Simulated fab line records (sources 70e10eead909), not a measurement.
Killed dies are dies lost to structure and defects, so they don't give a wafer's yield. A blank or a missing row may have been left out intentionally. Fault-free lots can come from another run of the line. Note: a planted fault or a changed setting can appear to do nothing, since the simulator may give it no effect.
Which tool was responsible?	flow nand_harc	Sampling: 24 lots, 72 wafers, 6 of 1302 route steps

WHAT EACH GAUGE READ, for each wafer
Not one reading of a measure or inspect step in the record can be checked against a usual standard deviation.

EACH LOT AND THE TOOL THAT RAN IT (in order: tool; ch and the chambers of the sampled wafers; start)
lot	NHARC_A_STAIRCASE_TRIM_187	NHARC_A_STAIRCASE_TRIM_222	NHARC_A_STAIRCASE_ETCH_227	NHARC_A_STAIRCASE_HM_OPEN_460	NHARC_A_STAIRCASE_ETCH_294	NHARC_A_STAIRCASE_HM_DEP_462
L074	rie_diel-08 ch 0,1,3, day 15 19:58	rie_diel-08 ch 0,2,3, day 16 22:59 or earlier	rie_diel-08 ch 0,2,3, day 16 22:59 or earlier	rie_diel-10 ch 2,3, day 16 22:59 or earlier	rie_diel-10 ch 0,2,3, day 16 22:59 or earlier	acl_dep-02 ch 0, day 16 22:59
L075	rie_diel-06 ch 1,2,3, day 16 19:28	rie_diel-08 ch 0,3, day 17 20:05 or earlier	rie_diel-08 ch 0,2,3, day 17 20:05 or earlier	rie_diel-06 ch 0,1, day 17 20:05 or earlier	rie_diel-06 ch 1,2, day 17 20:05 or earlier	acl_dep-01 ch 0, day 17 20:05
L076	rie_diel-08 ch 0,1, day 16 21:49	rie_diel-10 ch 0,2,3, day 17 21:03 or earlier	rie_diel-10 ch 0,2, day 17 21:03 or earlier	rie_diel-10 ch 0,1,3, day 17 21:03 or earlier	rie_diel-10 ch 1,2,3, day 17 21:03 or earlier	acl_dep-03 ch 0, day 17 21:03
L077	rie_diel-08 ch 0,1,3, day 16 23:43	rie_diel-10 ch 0,1,3, day 18 00:55 or earlier	rie_diel-10 ch 2,3, day 18 00:55 or earlier	rie_diel-06 ch 0,1,3, day 18 00:55 or earlier	rie_diel-06 ch 1,2,3, day 18 00:55 or earlier	acl_dep-03 ch 0, day 18 00:55
L078	rie_diel-06 ch 0,2,3, day 17 11:00	rie_diel-08 ch 0,2, day 18 08:43 or earlier	rie_diel-08 ch 1,2, day 18 08:43 or earlier	rie_diel-08 ch 0,1, day 18 08:43 or earlier	rie_diel-08 ch 0,2, day 18 08:43 or earlier	acl_dep-03 ch 0, day 18 08:43
L079	rie_diel-06 ch 0,1,2, day 18 01:08	rie_diel-08 ch 0,2,3, day 19 03:51 or earlier	rie_diel-08 ch 1,3, day 19 03:51 or earlier	rie_diel-10 ch 0,2,3, day 19 03:51 or earlier	rie_diel-10 ch 1,2, day 19 03:51 or earlier	acl_dep-03 ch 0, day 19 03:51
L080	rie_diel-10 ch 0,1,3, day 18 07:23	rie_diel-08 ch 1,3, day 19 17:30 or earlier	rie_diel-08 ch 0,3, day 19 17:30 or earlier	rie_diel-06 ch 2,3, day 19 17:30 or earlier	rie_diel-06 ch 0,2, day 19 17:30 or earlier	acl_dep-01 ch 0, day 19 17:30
L081	rie_diel-06 ch 1,2,3, day 18 12:41	rie_diel-06 ch 0,2, day 20 00:26 or earlier	rie_diel-06 ch 0,3, day 20 00:26 or earlier	rie_diel-06 ch 1,3, day 20 00:26 or earlier	rie_diel-06 ch 0,2,3, day 20 00:26 or earlier	acl_dep-01 ch 0, day 20 00:26
L082	rie_diel-06 ch 1,2,3, day 19 05:46	rie_diel-08 ch 0,2,3, day 20 07:24 or earlier	rie_diel-08 ch 1,2, day 20 07:24 or earlier	rie_diel-08 ch 0,2, day 20 07:24 or earlier	rie_diel-08 ch 0,2, day 20 07:24 or earlier	acl_dep-01 ch 0, day 20 07:24
L083	rie_diel-06 ch 0,2,3, day 19 18:00	rie_diel-08 ch 1,2,3, day 20 19:43 or earlier	rie_diel-08 ch 1,3, day 20 19:43 or earlier	rie_diel-08 ch 0,3, day 20 19:43 or earlier	rie_diel-08 ch 2,3, day 20 19:43 or earlier	acl_dep-02 ch 0, day 20 19:43
L084	rie_diel-08 ch 0,3, day 20 06:33	rie_diel-10 ch 0,2,3, day 21 04:48 or earlier	rie_diel-10 ch 0,3, day 21 04:48 or earlier	rie_diel-10 ch 0,2,3, day 21 04:48 or earlier	rie_diel-10 ch 0,2,3, day 21 04:48 or earlier	acl_dep-02 ch 0, day 21 04:48
L085	rie_diel-06 ch 0,1,2, day 20 17:40	rie_diel-06 ch 0,3, day 21 19:59 or earlier	rie_diel-06 ch 0,1, day 21 19:59 or earlier	rie_diel-08 ch 1,2, day 21 19:59 or earlier	rie_diel-08 ch 1,2, day 21 19:59 or earlier	acl_dep-02 ch 0, day 21 19:59
L087	rie_diel-10 ch 0,2,3, day 20 18:01	rie_diel-10 ch 0,2,3, day 21 22:49 or earlier	rie_diel-10 ch 0,2,3, day 21 22:49 or earlier	rie_diel-06 ch 1,2,3, day 21 22:49 or earlier	rie_diel-06 ch 0,1,3, day 21 22:49 or earlier	acl_dep-01 ch 0, day 21 22:49
L086	rie_diel-08 ch 0,2,3, day 20 18:12	rie_diel-10 ch 0,2,3, day 22 00:40 or earlier	rie_diel-10 ch 0,2,3, day 22 00:40 or earlier	rie_diel-06 ch 0,1,2, day 22 00:40 or earlier	rie_diel-06 ch 0,1,3, day 22 00:40 or earlier	acl_dep-01 ch 0, day 22 00:40
L088	rie_diel-06 ch 0,3, day 22 06:43	rie_diel-06 ch 1,2,3, day 23 14:04 or earlier	rie_diel-06 ch 0,2,3, day 23 14:04 or earlier	rie_diel-10 ch 0,2,3, day 23 14:04 or earlier	rie_diel-10 ch 0,1,2, day 23 14:04 or earlier	acl_dep-01 ch 0, day 23 14:04
L089	rie_diel-06 ch 0,1,2, day 22 08:04	rie_diel-06 ch 0,1,3, day 23 12:34 or earlier	rie_diel-06 ch 1,2,3, day 23 12:34 or earlier	rie_diel-06 ch 1,3, day 23 12:34 or earlier	rie_diel-06 ch 0,1, day 23 12:34 or earlier	acl_dep-03 ch 0, day 23 12:34
L091	rie_diel-06 ch 0,1,3, day 22 14:47	rie_diel-08 ch 0,1,3, day 23 14:23 or earlier	rie_diel-08 ch 0,2,3, day 23 14:23 or earlier	rie_diel-06 ch 1,2,3, day 23 14:23 or earlier	rie_diel-06 ch 0,1,3, day 23 14:23 or earlier	acl_dep-03 ch 0, day 23 14:23
L090	rie_diel-06 ch 0,3, day 22 15:07	rie_diel-08 ch 0,1, day 23 14:58 or earlier	rie_diel-08 ch 2,3, day 23 14:58 or earlier	rie_diel-10 ch 0,1,3, day 23 14:58 or earlier	rie_diel-10 ch 0,1,2, day 23 14:58 or earlier	acl_dep-02 ch 0, day 23 14:58
L092	rie_diel-08 ch 0,1,3, day 23 12:08	rie_diel-06 ch 1,2, day 24 14:01 or earlier	rie_diel-06 ch 1,3, day 24 14:01 or earlier	rie_diel-10 ch 0,2,3, day 24 14:01 or earlier	rie_diel-10 ch 1,3, day 24 14:01 or earlier	acl_dep-03 ch 0, day 24 14:01
L093	rie_diel-06 ch 0,1,3, day 23 12:40	rie_diel-06 ch 2,3, day 24 15:33 or earlier	rie_diel-06 ch 0,3, day 24 15:33 or earlier	rie_diel-06 ch 0,2, day 24 15:33 or earlier	rie_diel-06 ch 0,1,2, day 24 15:33 or earlier	acl_dep-03 ch 0, day 24 15:33
L094	rie_diel-10 ch 0,1,3, day 23 20:20	rie_diel-06 ch 0,1,3, day 24 23:43 or earlier	rie_diel-06 ch 0,1,3, day 24 23:43 or earlier	rie_diel-08 ch 2,3, day 24 23:43	rie_diel-08 ch 0,2,3, day 25 03:52 or earlier	acl_dep-03 ch 0, day 25 03:52
L095	rie_diel-06 ch 0,1,2, day 24 07:35	rie_diel-08 ch 0,1, day 25 09:51 or earlier	rie_diel-08 ch 1,2, day 25 09:51 or earlier	rie_diel-06 ch 0,1,3, day 25 09:51 or earlier	rie_diel-06 ch 0,1,3, day 25 09:51 or earlier	acl_dep-02 ch 0, day 25 09:51
L096	rie_diel-06 ch 2,3, day 24 19:23	rie_diel-06 ch 0,1,3, day 25 20:35 or earlier	rie_diel-06 ch 0,1,3, day 25 20:35 or earlier	rie_diel-06 ch 1,2, day 25 20:35 or earlier	rie_diel-06 ch 0,1, day 25 20:35 or earlier	acl_dep-01 ch 0, day 25 20:35
L097	rie_diel-06 ch 0,2,3, day 25 01:29	rie_diel-06 ch 0,2,3, day 25 22:56 or earlier	rie_diel-06 ch 1,2, day 25 22:56 or earlier	rie_diel-10 ch 0,2,3, day 25 22:56 or earlier	rie_diel-06 ch 0,1,3, day 25 22:56 or earlier	acl_dep-01 ch 0, day 25 22:56
- NHARC_A_STAIRCASE_TRIM_187: chemistry O2, time 211.2 s.
- NHARC_A_STAIRCASE_TRIM_222: chemistry O2, time 211.2 s.
- NHARC_A_STAIRCASE_ETCH_227: etches the open film in C4F8/O2, target depth 100 nm, time 40.5 s.
- NHARC_A_STAIRCASE_HM_OPEN_460: chemistry O2/COS.
- NHARC_A_STAIRCASE_ETCH_294: etches the open film in C4F8/O2/Ar, target depth 4989 nm, time 1211.6 s.
- NHARC_A_STAIRCASE_HM_DEP_462: deposits aC, target thk 800 nm.

WHAT THE TOOLS THEMSELVES READ (means of the sampled wafers that have a number; where no wafer has one, the mark that the record gives instead)
NHARC_A_STAIRCASE_TRIM_187.
lot	tool	drypump_motor_current_A (A)	oes_product_au (a.u.)	rf_vpp_V (V)	showerhead_plenum_p_Torr (Torr)	throttle_valve_pct (%)
L074	rie_diel-08	5.6	1.023	57.9	3.49	17.032
L075	rie_diel-06	6.1	1.005	57.6	3.53	17.041
L076	rie_diel-08	5.7	1.012	57.9	3.64	17.033
L077	rie_diel-08	5.5	1.009	58.6	3.66	17.034
L078	rie_diel-06	6.2	1.007	57.4	3.55	17.039
L079	rie_diel-06	6.0	1.010	58.0	3.53	17.027
L080	rie_diel-10	5.4	1.005	58.0	3.69	17.033
L081	rie_diel-06	6.0	0.997	57.0	3.53	17.037
L082	rie_diel-06	6.1	1.005	57.6	3.52	17.042
L083	rie_diel-06	6.2	1.008	58.0	3.55	17.033
L084	rie_diel-08	5.4	0.996	58.5	3.66	17.036
L085	rie_diel-06	6.1	1.002	57.5	3.52	17.030
L087	rie_diel-10	5.3	0.989	57.9	3.70	17.040
L086	rie_diel-08	5.8	1.001	57.3	3.64	17.040
L088	rie_diel-06	6.2	0.984	57.3	3.41	17.031
L089	rie_diel-06	6.0	1.002	58.1	3.51	17.036
L091	rie_diel-06	6.0	1.005	57.4	3.39	17.035
L090	rie_diel-06	6.1	0.992	56.6	3.42	17.028
L092	rie_diel-08	5.5	1.007	58.5	3.63	17.043
L093	rie_diel-06	6.0	0.994	57.7	3.39	17.040
L094	rie_diel-10	5.4	0.995	58.4	3.68	17.035
L095	rie_diel-06	6.0	1.004	57.9	3.50	17.025
L096	rie_diel-06	6.3	0.998	58.1	3.64	17.041
L097	rie_diel-06	6.2	0.996	57.7	3.52	17.034

NHARC_A_STAIRCASE_TRIM_222.
lot	tool	drypump_motor_current_A (A)	oes_product_au (a.u.)	rf_vpp_V (V)	showerhead_plenum_p_Torr (Torr)	throttle_valve_pct (%)
L074	rie_diel-08	5.8	1.015	58.6	3.49	17.036
L075	rie_diel-08	5.4	1.007	57.8	3.68	17.028
L076	rie_diel-10	5.3	1.009	58.3	3.71	17.032
L077	rie_diel-10	5.4	1.009	58.1	3.70	17.041
L078	rie_diel-08	6.2	1.021	57.9	3.63	17.040
L079	rie_diel-08	5.8	1.005	58.3	3.65	17.033
L080	rie_diel-08	5.4	1.011	58.0	3.57	17.027
L081	rie_diel-06	6.3	1.011	57.9	3.67	17.041
L082	rie_diel-08	5.8	1.006	58.4	3.65	17.038
L083	rie_diel-08	5.6	1.002	58.2	3.56	17.035
L084	rie_diel-10	5.3	0.995	58.3	3.70	17.039
L085	rie_diel-06	6.2	1.002	56.4	3.42	17.034
L087	rie_diel-10	5.3	0.993	57.9	3.70	17.036
L086	rie_diel-10	5.3	0.993	58.2	3.70	17.039
L088	rie_diel-06	6.0	0.998	58.4	3.51	17.032
L089	rie_diel-06	6.0	0.992	57.5	3.39	17.033
L091	rie_diel-08	5.6	1.000	58.9	3.63	17.036
L090	rie_diel-08	5.9	1.015	57.9	3.70	17.035
L092	rie_diel-06	6.1	1.004	59.0	3.62	17.023
L093	rie_diel-06	6.3	0.987	58.7	3.64	17.027
L094	rie_diel-06	6.0	1.007	57.4	3.38	17.041
L095	rie_diel-08	5.7	0.996	57.2	3.61	17.044
L096	rie_diel-06	6.0	1.004	56.4	3.38	17.036
L097	rie_diel-06	6.3	0.985	57.2	3.52	17.034

NHARC_A_STAIRCASE_ETCH_227.
lot	tool	oes_product_au (a.u.)	rf_vpp_V (V)
L074	rie_diel-08	0.963	894
L075	rie_diel-08	0.953	900
L076	rie_diel-10	0.952	906
L077	rie_diel-10	0.955	899
L078	rie_diel-08	0.963	896
L079	rie_diel-08	0.944	898
L080	rie_diel-08	0.943	901
L081	rie_diel-06	0.963	892
L082	rie_diel-08	0.961	896
L083	rie_diel-08	0.927	897
L084	rie_diel-10	0.934	899
L085	rie_diel-06	0.958	892
L087	rie_diel-10	0.939	902
L086	rie_diel-10	0.933	902
L088	rie_diel-06	0.924	896
L089	rie_diel-06	0.938	894
L091	rie_diel-08	0.931	900
L090	rie_diel-08	0.932	898
L092	rie_diel-06	0.941	890
L093	rie_diel-06	0.927	892
L094	rie_diel-06	0.937	891
L095	rie_diel-08	0.941	896
L096	rie_diel-06	0.948	890
L097	rie_diel-06	0.946	899

NHARC_A_STAIRCASE_HM_OPEN_460.
lot	tool	drypump_motor_current_A (A)	oes_product_au (a.u.)	rf_vpp_V (V)	showerhead_plenum_p_Torr (Torr)	throttle_valve_pct (%)
L074	rie_diel-10	5.3	1.018	471	3.29	28.337
L075	rie_diel-06	5.7	1.006	464	3.00	28.335
L076	rie_diel-10	5.4	1.002	470	3.27	28.332
L077	rie_diel-06	5.9	1.013	466	3.02	28.322
L078	rie_diel-08	5.9	0.999	471	3.30	28.321
L079	rie_diel-10	5.3	0.991	471	3.28	28.328
L080	rie_diel-06	6.2	0.999	468	3.14	28.327
L081	rie_diel-06	5.8	0.990	465	2.99	28.324
L082	rie_diel-08	6.3	1.021	469	3.21	28.327
L083	rie_diel-08	5.4	0.997	470	3.24	28.334
L084	rie_diel-10	5.3	1.003	471	3.27	28.323
L085	rie_diel-08	6.0	1.008	467	3.12	28.334
L087	rie_diel-06	6.1	0.998	466	3.11	28.330
L086	rie_diel-06	6.0	1.009	467	3.11	28.338
L088	rie_diel-10	5.3	1.000	470	3.27	28.328
L089	rie_diel-06	6.0	0.991	464	2.99	28.330
L091	rie_diel-06	6.0	0.989	467	3.10	28.333
L090	rie_diel-10	5.4	0.997	470	3.26	28.332
L092	rie_diel-10	5.3	0.991	469	3.26	28.324
L093	rie_diel-06	6.2	1.004	468	3.12	28.329
L094	rie_diel-08	5.9	1.016	468	3.13	28.332
L095	rie_diel-06	6.0	0.999	464	2.99	28.333
L096	rie_diel-06	5.8	1.014	466	3.07	28.334
L097	rie_diel-10	5.3	0.993	469	3.25	28.334

NHARC_A_STAIRCASE_ETCH_294.
lot	tool	oes_product_au (a.u.)	rf_vpp_V (V)
L074	rie_diel-10	0.943	1840
L075	rie_diel-06	0.927	1824
L076	rie_diel-10	0.939	1839
L077	rie_diel-06	0.927	1826
L078	rie_diel-08	0.941	1841
L079	rie_diel-10	0.935	1844
L080	rie_diel-06	0.940	1828
L081	rie_diel-06	0.937	1827
L082	rie_diel-08	0.946	1833
L083	rie_diel-08	0.928	1830
L084	rie_diel-10	0.927	1839
L085	rie_diel-08	0.944	1828
L087	rie_diel-06	0.943	1817
L086	rie_diel-06	0.932	1817
L088	rie_diel-10	0.921	1844
L089	rie_diel-06	0.938	1814
L091	rie_diel-06	0.935	1817
L090	rie_diel-10	0.945	1844
L092	rie_diel-10	0.913	1832
L093	rie_diel-06	0.943	1824
L094	rie_diel-08	0.956	1834
L095	rie_diel-06	0.934	1815
L096	rie_diel-06	0.952	1814
L097	rie_diel-06	0.923	1816

NHARC_A_STAIRCASE_HM_DEP_462.
lot	tool	throttle_valve_pct (%)
L074	acl_dep-02	34.998
L075	acl_dep-01	35.004
L076	acl_dep-03	35.000
L077	acl_dep-03	34.998
L078	acl_dep-03	34.993
L079	acl_dep-03	35.001
L080	acl_dep-01	34.995
L081	acl_dep-01	35.001
L082	acl_dep-01	35.005
L083	acl_dep-02	35.007
L084	acl_dep-02	35.007
L085	acl_dep-02	34.998
L087	acl_dep-01	35.010
L086	acl_dep-01	35.003
L088	acl_dep-01	34.997
L089	acl_dep-03	35.005
L091	acl_dep-03	34.992
L090	acl_dep-02	34.998
L092	acl_dep-03	35.001
L093	acl_dep-03	35.010
L094	acl_dep-03	35.003
L095	acl_dep-02	34.997
L096	acl_dep-01	34.998
L097	acl_dep-01	34.995

THE ANSWER, worked out from the rows above alone
Rule: the lots themselves supply what counts as usual. The widest of any qualifying gaps counts: lots, ordered by their means at a reading, are off when they make up no more than a third of the lots, leave a main group of 4 or more, and stand apart from it by 3 or more times the standard deviation of that group's means. A main group whose means are all the same, to the digits that the tables above print for the reading, isn't used. Also off: a lot with no number at a reading for which 4 or more lots have one. The other lots that the step has rows for count as sound. Order of review: gauges by route order, followed by the tools' own readings, for which a lot's mean as printed above is used. The first step at which some lot is off is used, and at that step the reading that is off furthest; a lot without a number counts as furthest.
Nothing can be told from this: no lot is off at any reading shown.

WHAT WAS PUT IN BY THE SIMULATOR
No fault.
